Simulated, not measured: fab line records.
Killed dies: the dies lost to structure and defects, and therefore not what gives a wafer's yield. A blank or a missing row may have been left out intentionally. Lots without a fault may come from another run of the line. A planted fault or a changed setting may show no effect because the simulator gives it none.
Chamber matching | flow n5 finfet | N5_BEOL_M2_STRIP_36 on rie diel-05: 4 sister chambers
The step strips in N2/H2. 20 wafers are shown with their chamber, then 10 later ones without.

## WAFERS PAIRED WITH THEIR CHAMBERS
wafer  | chamber | drypump motor current A (A) | throttle valve pct (%) | showerhead plenum p Torr (Torr)
L075.3 | 2       | 4.9                         | 23.39                  | 2.64
L075.4 | 1       | 6.2                         | 23.96                  | 2.57
L075.6 | 2       | 4.9                         | 23.40                  | 2.64
L077.2 | 0       | 5.5                         | 23.54                  | 2.54
L077.5 | 3       | 5.5                         | 23.39                  | 2.66
L077.6 | 0       | 5.5                         | 23.53                  | 2.54
L078.1 | 1       | 6.2                         | 23.97                  | 2.57
L078.3 | 3       | 5.5                         | 23.41                  | 2.66
L078.6 | 0       | 5.5                         | 23.53                  | 2.54
L080.1 | 1       | 6.2                         | 23.98                  | 2.56
L080.2 | 3       | 5.4                         | 23.41                  | 2.66
L080.4 | 2       | 4.9                         | 23.41                  | 2.64
L083.3 | 2       | 4.9                         | 23.41                  | 2.64
L083.4 | 0       | 5.5                         | 23.53                  | 2.54
L083.5 | 3       | 5.5                         | 23.43                  | 2.66
L084.3 | 2       | 4.9                         | 23.39                  | 2.63
L084.4 | 3       | 5.5                         | 23.42                  | 2.66
L084.6 | 2       | 4.9                         | 23.43                  | 2.63
L086.2 | 1       | 6.2                         | 23.99                  | 2.56
L086.3 | 0       | 5.5                         | 23.57                  | 2.53

SIGNATURES (means of the wafers above)
reading                  | chamber 0 | chamber 1 | chamber 2 | chamber 3 | scatter within a chamber
drypump motor current A  | 5.500     | 6.200     | 4.900     | 5.480     | 0.0224
throttle valve pct       | 23.5400   | 23.9750   | 23.4050   | 23.4120   | 0.0153
showerhead plenum p Torr | 2.5380    | 2.5650    | 2.6367    | 2.6600    | 0.00443
Rule: a wafer's distance from a chamber is the root of the sum, over the readings, of the square of ((its reading less the chamber's mean) divided by the reading's scatter). If the next closest chamber is less than 2 further off than the closest, the wafer can't be placed; otherwise it belongs to the closest. The scatter: the root of (the sum of the squares of (reading less its chamber's mean) over the shown wafers, divided by (wafers less chambers)).

## WAFERS WITH NO CHAMBER GIVEN
wafer  | drypump motor current A (A) | throttle valve pct (%) | showerhead plenum p Torr (Torr)
L086.5 | 5.5                         | 23.39                  | 2.65
L087.3 | 5.5                         | 23.57                  | 2.53
L087.4 | 5.5                         | 23.45                  | 2.65
L087.5 | 5.5                         | 23.46                  | 2.65
L092.1 | 6.2                         | 24.00                  | 2.55
L092.3 | 5.5                         | 23.57                  | 2.53
L092.4 | 5.4                         | 23.45                  | 2.65
L094.1 | 5.5                         | 23.45                  | 2.65
L094.2 | 4.9                         | 23.46                  | 2.62
L094.3 | 6.2                         | 24.05                  | 2.55

## EACH ONE'S CHAMBER
wafer  | from the rows above | in truth
L086.5 | 3                   | 3
L087.3 | 0                   | 0
L087.4 | 3                   | 3
L087.5 | 3                   | 3
L092.1 | 1                   | 1
L092.3 | 0                   | 0
L092.4 | 3                   | 3
L094.1 | 3                   | 3
L094.2 | 2                   | 2
L094.3 | 1                   | 1
Correctly placed: 10 of 10. Can't be placed from these rows: 0. 0 placed wrongly.
